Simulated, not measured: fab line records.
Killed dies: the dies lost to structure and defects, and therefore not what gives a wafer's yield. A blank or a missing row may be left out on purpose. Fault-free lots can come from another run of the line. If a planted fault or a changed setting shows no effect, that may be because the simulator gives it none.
8D (eight disciplines) problem report, filled in by code || flow n5Finfet || the parts of the form that need people (team, actions taken, sign-off) are left out

## 1. WHAT IS WRONG
Mean of barrierFieldEndpointS at N5_BEOL_M1_CMP_52: 13.9 s across 3 wafers in 3 lots; on wafers with no fault it is 24.4 s (standard deviation 0.57). Relative to the usual mean, that is a shift of -18 standard deviations.
The step: polishes, stops on SiOC, t overpolish 6.8 s, target thk 40 nm.
First seen on wafer L444.1, day 7 06:20, on cmp-01. At this step, 32 wafers from 11 lots have a number in the record. By rule, "out" or "out of limits" means more than 4 standard deviations away from the usual mean. The other wafers with a number count as sound.

## 2. WHAT IT IS, AND WHAT IT ISN'T
{"question": "which readings at this step", "is": "barrierFieldEndpointS, timeToEndpointS", "is not": "motorCurrentA, overpolishRunS, padLifeWafers"}
{"question": "which lots", "is": "L444, L447, L450", "is not": "L441, L442, L443, L453, L456, L458, L462, L463"}
{"question": "which wafers of those lots", "is": "L444.1, L447.1, L450.1", "is not": "L444.4, L444.6, L447.2, L450.2, L450.6"}
{"question": "read on which tools", "is": "cmp-01", "is not": "cmp-03, cmp-04"}
{"question": "when", "is": "from day 7 06:20", "is not": "up to then (11 sound wafers); but 18 sound wafers of L447, L450, L453, L456, L458, L462, L463 came after"}

## 3. THE SUSPECTS, EACH WITH WHAT RULES IT OUT
Counting: any tool at a process step up to the reading remains a suspect provided it ran every lot that is out. Sound lots after the first of them don't rule it out here, since some wafers of a struck lot are sound.
- cmp-01 at N5_BEOL_M1_CMP_52 (polishes, stops on SiOC, t overpolish 6.8 s, target thk 40 nm): kept. Every lot that is out went through it, the first being L444 (day 7 06:20); the last sound lot it ran before that was L442 (day 6 21:58). Out on those wafers are its own readings of barrierFieldEndpointS, timeToEndpointS.
After counting, what remains is cmp-01 at N5_BEOL_M1_CMP_52.

## 4. THE CAUSE (what the simulator had put in)
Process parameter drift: cmp-01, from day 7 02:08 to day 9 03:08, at N5_BEOL_M1_CMP_52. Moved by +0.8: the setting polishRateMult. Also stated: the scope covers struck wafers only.
This tool alone remained once counting was done.

## 5. SEQUENCE OF EFFECTS, ordered by route
Rows list readings where the struck wafers' mean (over those with a number) sits beyond 3 standard deviations from the usual. Scope: only readings with a usual standard deviation given in the record; hours: median across lots of the time from each lot's start at the first step in this table that gives one to its start at this step; sigmas: change in usual standard deviations.
{"hours": 0, "step": "N5_BEOL_M1_CMP_52", "reading": "barrierFieldEndpointS", "usual": "24.4 s", "on struck wafers": 13.9, "change": -10.5, "sigmas": -18}
{"hours": 0, "step": "N5_BEOL_M1_CMP_52", "reading": "timeToEndpointS", "usual": "61 s", "on struck wafers": 35, "change": -26, "sigmas": -8.4}
{"hours": 137, "step": "N5_PASSIVATION_PROBE_49", "reading": "killed_at_M0_to_M3", "usual": 34, "on struck wafers": 62, "change": "+28", "sigmas": "+3.1"}
The process steps in it:
- N5_BEOL_M1_CMP_52: polishes, stops on SiOC, t overpolish 6.8 s, target thk 40 nm.
- N5_PASSIVATION_PROBE_49
At these later measuring or inspecting steps, every struck wafer for which the step has a row has a number for every such reading, and none has moved that far: N5_BEOL_M4_RC_MEAS_101.

## 6. HOW IT WOULD HAVE BEEN CAUGHT EARLIER
In this record the first reading out of limits was taken at day 7 06:20, 4 hours after the fault began at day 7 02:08.
